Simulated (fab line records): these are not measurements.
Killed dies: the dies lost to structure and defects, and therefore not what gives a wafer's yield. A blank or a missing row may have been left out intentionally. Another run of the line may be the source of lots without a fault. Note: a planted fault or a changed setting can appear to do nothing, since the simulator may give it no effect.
Comparing a struck lot with a sound one	flow nand_harc	15 steps out of a route of 1302
Sound: the wafers L242.2, L242.4, L242.6. Struck: wafers L251.1, L251.5. (L251.3 of the same lot was not struck and is left out.) The cause comes at the end.
At each step with rows: each side's tool, then ch and its chambers, then its first start. Under that, the readings that differ: sound wafers	struck wafers	difference of the means	sigmas: that difference in standard deviations of wafers without a fault.
alike: readings with means less than 2 such deviations apart, plus words and numbers identical on both sides. not compared: withheld readings, readings lacking a value on some wafer, bounds such as >300 that could conceal the same value, and numbers that have no deviation in the record and whose values overlap.
A row with sigmas, a row that says differs or no value, or rows on one side alone: a step with any of these is where the two part. When numbers do not overlap yet have no deviation, they are printed without sigmas and do not part them. A reading missing from all wafers of one side parts the sides only when that side holds two or more wafers.

first, 3 steps without rows for these wafers: NHARC_A_CHANNEL_HOLE_D2_STRIP_28 (strips in O2); NHARC_A_CHANNEL_HOLE_D2_PRECLEAN_29 (cleans in SC1); NHARC_A_CHANNEL_HOLE_D2_SRD_30.
NHARC_A_CHANNEL_HOLE_D2_CD_MEAS_31:
  struck on cd_sem-02, day 17 01:58; sound on cd_sem-03, day 13 13:11
  alike: cd_nm
NHARC_A_CHANNEL_HOLE_D2_XSEM_32:
  sound on xsem-01 ch 0, day 13 13:16; struck on xsem-01 ch 0, day 17 02:03
  alike: bot_cd_nm, bow_nm, tilt_deg
NHARC_A_CHANNEL_HOLE_D2_INSPECT_40:
  struck on defect_inspect-02, day 17 02:09; sound on defect_inspect-01, day 13 13:22
  alike: raw_defect_count
then, 2 steps without rows for these wafers: NHARC_A_CHANNEL_FILL_D2_PRECLEAN_00 (cleans in SC1); NHARC_A_CHANNEL_FILL_D2_SRD_01.
NHARC_A_CHANNEL_FILL_D2_ALD_02: deposits SiO2, target thk 6 nm, pulse time 10 s, ald cycles 60.
  sound on ald_hk-01 ch 1,2, day 13 13:34; struck on ald_hk-04 ch 1,2, day 17 02:21
  alike: heater_power_outer_w, heater_power_w, precursor_pulse_height_rel
  not compared: ald_cycles
NHARC_A_CHANNEL_FILL_D2_ALD_03: deposits SiNx, target thk 6 nm, pulse time 60 s, ald cycles 58.
  sound on ald_sin_batch-02 ch 0; struck on ald_sin_batch-03 ch 0
  alike: precursor_pulse_height_rel
  not compared: ald_cycles
NHARC_A_CHANNEL_FILL_D2_ALD_14: deposits SiO2, target thk 2.5 nm, pulse time 10 s, ald cycles 25.
  sound on ald_hk-03 ch 1,2, day 13 20:40; struck on ald_hk-03 ch 0, day 17 08:23
  alike: heater_power_outer_w, heater_power_w, precursor_pulse_height_rel
  not compared: ald_cycles
NHARC_A_CHANNEL_FILL_D2_ALD_15: deposits SiNx, target thk 2 nm, pulse time 60 s, ald cycles 19.
  sound on ald_sin_batch-03 ch 0, day 13 23:56; struck on ald_sin_batch-02 ch 0
  alike: precursor_pulse_height_rel
  not compared: ald_cycles
NHARC_A_CHANNEL_FILL_D2_ALD_16: deposits SiO2, target thk 1.5 nm, pulse time 10 s, ald cycles 15.
  sound on ald_hk-04 ch 1,3, day 14 01:59; struck on ald_hk-04 ch 0, day 17 13:43
reading	sound	struck	difference	sigmas
ald_cycles	15 15 15	17 17	+2	
  alike: heater_power_outer_w, heater_power_w, precursor_pulse_height_rel
then, 2 steps without rows for these wafers: NHARC_A_CHANNEL_FILL_D2_ANNEAL_17 (time 1800 s); NHARC_END_SORT_01.

## WHERE THEY PART
Nowhere in this record.

WHY: what the simulator had put in
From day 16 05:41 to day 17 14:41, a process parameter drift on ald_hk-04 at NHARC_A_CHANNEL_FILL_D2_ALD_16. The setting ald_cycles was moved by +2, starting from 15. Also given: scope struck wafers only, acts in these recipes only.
